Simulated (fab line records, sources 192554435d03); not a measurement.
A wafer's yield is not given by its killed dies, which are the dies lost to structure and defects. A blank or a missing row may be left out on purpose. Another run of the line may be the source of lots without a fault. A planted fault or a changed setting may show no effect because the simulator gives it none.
Chamber matching / flow n5-finfet / N5_SDB_ALD_29 on ald-sin-04 has 4 sister chambers
The step deposits SiNx, target thk 30 nm, pulse time 1 s, ald cycles 600. 4 wafers are shown with their chamber, then 7 later ones without.

## WAFERS WITH THEIR CHAMBER
wafer=L078.3; chamber=1; heater-power-w (W)=745
wafer=L078.6; chamber=2; heater-power-w (W)=837
wafer=L089.4; chamber=3; heater-power-w (W)=714
wafer=L089.5; chamber=0; heater-power-w (W)=707

## WAFERS WITH NO CHAMBER GIVEN
wafer=L089.6; heater-power-w (W)=717
wafer=L094.1; heater-power-w (W)=700
wafer=L094.4; heater-power-w (W)=756
wafer=L094.6; heater-power-w (W)=740
wafer=L097.2; heater-power-w (W)=733
wafer=L097.5; heater-power-w (W)=702
wafer=L097.6; heater-power-w (W)=724

## THE CHAMBER EACH PASSED THROUGH
wafer=L089.6; from the rows above=can't be placed: 3 or 0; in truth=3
wafer=L094.1; from the rows above=can't be placed: 0 or 3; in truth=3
wafer=L094.4; from the rows above=1; in truth=1
wafer=L094.6; from the rows above=1; in truth=1
wafer=L097.2; from the rows above=can't be placed: 1 or 3 or 0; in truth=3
wafer=L097.5; from the rows above=can't be placed: 0 or 3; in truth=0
wafer=L097.6; from the rows above=can't be placed: 3 or 0 or 1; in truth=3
Placed correctly: 2 of 7. These rows do not allow placing 5 (true chamber among the candidates in 5). Number placed wrongly: 0.
How it was worked out, from the rows above alone: a wafer's distance from a chamber is the root of the sum, over the readings, of the square of ((its reading less the chamber's mean) divided by the reading's scatter). The wafer belongs to the nearest chamber; if the next one is less than 2 further off, it can't be placed. The mean given for a chamber averages the wafers shown for that chamber. The scatter (one wafer shown for each chamber): square how far every hidden wafer sits from the nearest shown wafer, average those squares and take the square root.
